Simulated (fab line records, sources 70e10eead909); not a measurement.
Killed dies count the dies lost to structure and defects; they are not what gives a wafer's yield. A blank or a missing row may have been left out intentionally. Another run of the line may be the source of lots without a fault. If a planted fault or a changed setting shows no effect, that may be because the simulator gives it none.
Chamber matching + flow nand harc + NHARC_A_STAIRCASE_DESCUM_186 on rie diel-04: 4 sister chambers
The step chemistry O2, time 3 s. 4 wafers are shown with their chamber, then 10 later ones without.

EACH WAFER AND ITS CHAMBER
| wafer  | chamber | drypump motor current A (A) |
|--------|---------|-----------------------------|
| L082.3 | 3       | 6.2                         |
| L085.6 | 1       | 5.9                         |
| L092.1 | 0       | 6.2                         |
| L092.3 | 2       | 5.6                         |

WAFERS WHOSE CHAMBER IS MISSING
| wafer  | drypump motor current A (A) |
|--------|-----------------------------|
| L092.6 | 5.6                         |
| L093.3 | 6.1                         |
| L093.4 | 5.9                         |
| L093.5 | 6.1                         |
| L094.1 | 6.2                         |
| L094.2 | 6.1                         |
| L094.5 | 6.1                         |
| L095.2 | 6.2                         |
| L095.3 | 5.6                         |
| L095.5 | 5.6                         |

CHAMBER TAKEN BY EACH
| wafer  | from the rows above          | in truth |
|--------|------------------------------|----------|
| L092.6 | 2                            | 2        |
| L093.3 | can't be placed: 0 or 3 or 1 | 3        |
| L093.4 | 1                            | 1        |
| L093.5 | can't be placed: 0 or 3 or 1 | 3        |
| L094.1 | can't be placed: 0 or 3      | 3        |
| L094.2 | can't be placed: 0 or 3 or 1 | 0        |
| L094.5 | can't be placed: 0 or 3 or 1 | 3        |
| L095.2 | can't be placed: 0 or 3      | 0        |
| L095.3 | 2                            | 2        |
| L095.5 | 2                            | 2        |
Placed correctly: 4 of 10. Unplaceable from these rows: 6, with the true chamber sitting among the candidates in 6. Placed wrongly: 0.
How it was worked out, from the rows above alone: a wafer's distance from a chamber is the root of the sum, over the readings, of the square of ((its reading less the chamber's mean) divided by the reading's scatter). If the next closest chamber is less than 2 further off than the closest, the wafer can't be placed; otherwise it belongs to the closest. For every chamber, the mean is computed from those of its wafers that are shown. The scatter: root of mean squared gap, hidden wafer to nearest shown wafer, with one shown wafer a chamber.
